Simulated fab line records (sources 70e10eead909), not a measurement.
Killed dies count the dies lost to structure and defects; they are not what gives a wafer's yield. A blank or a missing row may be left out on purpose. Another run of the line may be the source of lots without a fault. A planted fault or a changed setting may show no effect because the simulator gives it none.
The tool behind it: which one? + flow nandHarc + Sampling: 12 lots, 36 wafers, 5 of 1302 route steps

== WHAT THE GAUGES READ, wafer by wafer ==
NHARC_END_SORT_01.
| lot  | measured     | on        | killedAtArray | killedAtOther | killedAtPeriphery | killedDies  | killedOpen | killedShort |
|------|--------------|-----------|---------------|---------------|-------------------|-------------|------------|-------------|
| L913 | day 31 07:34 | prober-02 | 674 676 674   | 1 0 2         | 2 1 1             | 677 677 677 | 1 2 1      | 2 5 4       |
| L914 | day 31 08:20 | prober-01 | 674 671 665   | 0 0 0         | 3 6 12            | 677 677 677 | 2 4 7      | 1 5 1       |
| L915 | day 31 17:40 | prober-01 | 675 675 675   | 0 0 0         | 2 2 2             | 677 677 677 | 4 0 3      | 2 2 1       |

== WHICH TOOL RAN EACH LOT (tool, then ch and the chambers of the sampled wafers, then the start) ==
| lot  | NHARC_A_STAIRCASE_DEP_156       | NHARC_A_STAIRCASE_ETCH_170                   | NHARC_A_STAIRCASE_ETCH_13         | NHARC_A_STAIRCASE_ETCH_23                    |
|------|---------------------------------|----------------------------------------------|-----------------------------------|----------------------------------------------|
| L897 | pecvd-04 ch 0,1,2, day 15 20:43 | rieDiel-13 ch 0,1,2, day 15 23:40 or earlier | rieDiel-09 ch 0,2, day 15 23:40   | rieDiel-09 ch 0,2, no start                  |
| L898 | pecvd-01 ch 0,1, day 16 11:49   | rieDiel-09 ch 0,1,2, day 16 14:46 or earlier | rieDiel-04 ch 0,1,3, day 16 14:46 | rieDiel-04 ch 0,2,3, no start                |
| L901 | pecvd-01 ch 1,2, day 17 17:14   | rieDiel-09 ch 1,2, day 17 20:16 or earlier   | rieDiel-04 ch 0,3, day 17 20:16   | rieDiel-13 ch 1,2,3, no start                |
| L904 | pecvd-04 ch 1,2, day 18 13:38   | rieDiel-04 ch 0,2,3, day 18 16:43 or earlier | rieDiel-09 ch 0,1,2, day 18 16:43 | rieDiel-13 ch 1,3, no start                  |
| L906 | pecvd-03 ch 0,1,2, day 18 21:16 | rieDiel-13 ch 1,2,3, day 19 00:17 or earlier | rieDiel-13 ch 0,1,2, day 19 00:17 | rieDiel-04 ch 0,1,2, no start                |
| L905 | pecvd-04 ch 0,2, day 19 02:26   | rieDiel-09 ch 1,3, day 19 05:41 or earlier   | rieDiel-04 ch 0,1, day 19 05:41   | rieDiel-09 ch 1,3, no start                  |
| L913 | pecvd-03 ch 0,2, day 22 09:53   | rieDiel-04 ch 0,1,3, day 22 16:05 or earlier | rieDiel-04 ch 0,2,3, day 22 16:05 | rieDiel-09 ch 0,1,3, day 31 07:34 or earlier |
| L914 | pecvd-01 ch 0,2, day 22 09:58   | rieDiel-04 ch 0,2,3, day 22 16:15 or earlier | rieDiel-09 ch 0,1, day 22 16:15   | rieDiel-09 ch 0,3, day 31 08:20 or earlier   |
| L915 | pecvd-03 ch 0,2, day 23 03:10   | rieDiel-13 ch 0,1,2, day 23 06:17 or earlier | rieDiel-09 ch 0,1, day 23 06:17   | rieDiel-09 ch 0,1, day 31 17:40 or earlier   |
| L918 | pecvd-01 ch 0,2, day 24 07:02   | rieDiel-04 ch 2,3, day 24 09:49 or earlier   | rieDiel-04 ch 1,2, day 24 09:49   | rieDiel-04 ch 1,2,3, no start                |
| L919 | pecvd-04 ch 0,1,2, day 24 22:57 | rieDiel-04 ch 0,2,3, day 25 01:52 or earlier | rieDiel-09 ch 1,2,3, day 25 01:52 | rieDiel-09 ch 0,1,2, no start                |
| L920 | pecvd-01 ch 1,2, day 25 09:56   | rieDiel-09 ch 0,3, day 25 12:58 or earlier   | rieDiel-13 ch 0,2, day 25 12:58   | rieDiel-13 ch 0,1,2, no start                |
- NHARC_A_STAIRCASE_DEP_156: deposits SiNx, target thk 50 nm.
- NHARC_A_STAIRCASE_ETCH_170: etches the open film in C4F6/O2, target depth 200 nm, time 66.667 s.
- NHARC_A_STAIRCASE_ETCH_13: etches the open film in C4F8/O2, target depth 100 nm, time 40.5 s.
- NHARC_A_STAIRCASE_ETCH_23: etches the open film in C4F8/O2, target depth 100 nm, time 40.5 s.

== AS READ BY THE TOOLS THEMSELVES (means over the sampled wafers that have a number; for cases with no such wafer, the mark the record gives instead) ==
NHARC_A_STAIRCASE_DEP_156.
| lot  | tool     | heaterPowerW (W) |
|------|----------|------------------|
| L897 | pecvd-04 | 721              |
| L898 | pecvd-01 | 852              |
| L901 | pecvd-01 | 772              |
| L904 | pecvd-04 | 725              |
| L906 | pecvd-03 | 600              |
| L905 | pecvd-04 | 757              |
| L913 | pecvd-03 | 620              |
| L914 | pecvd-01 | 815              |
| L915 | pecvd-03 | 525              |
| L918 | pecvd-01 | 727              |
| L919 | pecvd-04 | 628              |
| L920 | pecvd-01 | 862              |

NHARC_A_STAIRCASE_ETCH_170.
| lot  | tool       | biasW (W) | c4f6FlowSccm (sccm) | drypumpMotorCurrentA (A) | oesProductAu (a.u.) | rfVppV (V) | showerheadPlenumPTorr (Torr) | throttleValvePct (%) |
|------|------------|-----------|---------------------|--------------------------|---------------------|------------|------------------------------|----------------------|
| L897 | rieDiel-13 | 499.3     | 24.98               | 5.5                      | 0.981               | 547        | 3.91                         | 26.907               |
| L898 | rieDiel-09 | 500.6     | 25.06               | 6.0                      | 0.962               | 549        | 4.02                         | 26.889               |
| L901 | rieDiel-09 | 499.8     | 25.10               | 6.0                      | 0.971               | 546        | 3.88                         | 26.903               |
| L904 | rieDiel-04 | 499.4     | 25.04               | 5.8                      | 0.974               | 545        | 3.85                         | 26.906               |
| L906 | rieDiel-13 | 500.9     | 24.97               | 5.4                      | 0.974               | 547        | 3.97                         | 26.899               |
| L905 | rieDiel-09 | 500.9     | 24.99               | 5.5                      | 0.983               | 544        | 3.81                         | 26.913               |
| L913 | rieDiel-04 | 499.1     | 25.01               | 5.8                      | 0.979               | 547        | 3.90                         | 26.905               |
| L914 | rieDiel-04 | 500.3     | 24.97               | 5.8                      | 0.974               | 545        | 3.83                         | 26.918               |
| L915 | rieDiel-13 | 499.6     | 25.04               | 5.5                      | 0.979               | 545        | 3.87                         | 26.903               |
| L918 | rieDiel-04 | 500.4     | 25.03               | 5.8                      | 0.972               | 549        | 4.05                         | 26.912               |
| L919 | rieDiel-04 | 498.4     | 25.04               | 5.8                      | 0.978               | 549        | 4.02                         | 26.902               |
| L920 | rieDiel-09 | 499.2     | 25.07               | 5.6                      | 0.987               | 546        | 3.91                         | 26.897               |

NHARC_A_STAIRCASE_ETCH_13.
| lot  | tool       | biasW (W) | chamberPressureMTorr (mTorr) | oesProductAu (a.u.) | rfVppV (V) |
|------|------------|-----------|------------------------------|---------------------|------------|
| L897 | rieDiel-09 | 999.4     | 25.010                       | 0.944               | 903        |
| L898 | rieDiel-04 | 1002.9    | 25.017                       | 0.959               | 897        |
| L901 | rieDiel-04 | 997.4     | 25.003                       | 0.965               | 894        |
| L904 | rieDiel-09 | 1000.5    | 25.023                       | 0.931               | 898        |
| L906 | rieDiel-13 | 1000.5    | 25.005                       | 0.967               | 895        |
| L905 | rieDiel-04 | 997.5     | 25.007                       | 0.955               | 900        |
| L913 | rieDiel-04 | -         | -                            | -                   | -          |
| L914 | rieDiel-09 | -         | -                            | -                   | -          |
| L915 | rieDiel-09 | -         | -                            | -                   | -          |
| L918 | rieDiel-04 | 998.1     | 25.014                       | 0.913               | 897        |
| L919 | rieDiel-09 | 1001.2    | 24.991                       | 0.942               | 895        |
| L920 | rieDiel-13 | 1001.7    | 25.007                       | 0.957               | 896        |

NHARC_A_STAIRCASE_ETCH_23.
| lot  | tool       | biasW (W) | chamberPressureMTorr (mTorr) | oesProductAu (a.u.) | rfVppV (V) |
|------|------------|-----------|------------------------------|---------------------|------------|
| L897 | rieDiel-09 | 1004.4    | 24.995                       | 0.932               | 902        |
| L898 | rieDiel-04 | 997.8     | 25.016                       | 0.941               | 893        |
| L901 | rieDiel-13 | 998.7     | 25.014                       | 0.956               | 898        |
| L904 | rieDiel-13 | 1002.2    | 25.003                       | 0.918               | 898        |
| L906 | rieDiel-04 | 1002.3    | 25.004                       | 0.950               | 894        |
| L905 | rieDiel-09 | 1002.3    | 25.007                       | 0.955               | 892        |
| L913 | rieDiel-09 | 1000.3    | 24.988                       | 0.927               | 896        |
| L914 | rieDiel-09 | 999.7     | 25.011                       | 0.952               | 897        |
| L915 | rieDiel-09 | 1002.1    | 24.983                       | 0.912               | 894        |
| L918 | rieDiel-04 | 1000.2    | 24.991                       | 0.938               | 897        |
| L919 | rieDiel-09 | 998.2     | 25.017                       | 0.910               | 898        |
| L920 | rieDiel-13 | 1000.6    | 24.978                       | 0.940               | 893        |

== THE ANSWER, worked out from the rows above alone ==
Rule: the lots themselves supply what counts as usual. Put in order of their means at a reading, lots are off if they are a third of the lots or fewer, leave a main group of 4 or more, and stand apart from it by a gap of 3 or more times the standard deviation of the main group's means; of several such gaps the widest counts. The tables above print the reading to a certain number of digits; a main group whose means all agree to those digits is not used. Also off: a lot with no number at a reading for which 4 or more lots have one. The other lots that the step has rows for count as sound. The gauges are gone through in route order, then the tools' own readings, and for those a lot's mean is taken as printed above. The first step at which some lot is off is used, and at that step the reading that is off furthest; a lot without a number counts as furthest.
Off: L913, L914, L915 (NHARC_A_STAIRCASE_ETCH_13, biasW). Without a number there: L913, L914, L915. Main group: mean 999.9 W, sd 1.8.
If a tool, at that step or one of the process steps before it, ran each lot that is off and ran no sound lot following the first of them, it fits. NHARC_A_STAIRCASE_ETCH_170: start missing for some lots; hours and lot order therefore follow NHARC_A_STAIRCASE_ETCH_13. No candidate that was tried fits.

== WHAT HAD BEEN PUT IN BY THE SIMULATOR ==
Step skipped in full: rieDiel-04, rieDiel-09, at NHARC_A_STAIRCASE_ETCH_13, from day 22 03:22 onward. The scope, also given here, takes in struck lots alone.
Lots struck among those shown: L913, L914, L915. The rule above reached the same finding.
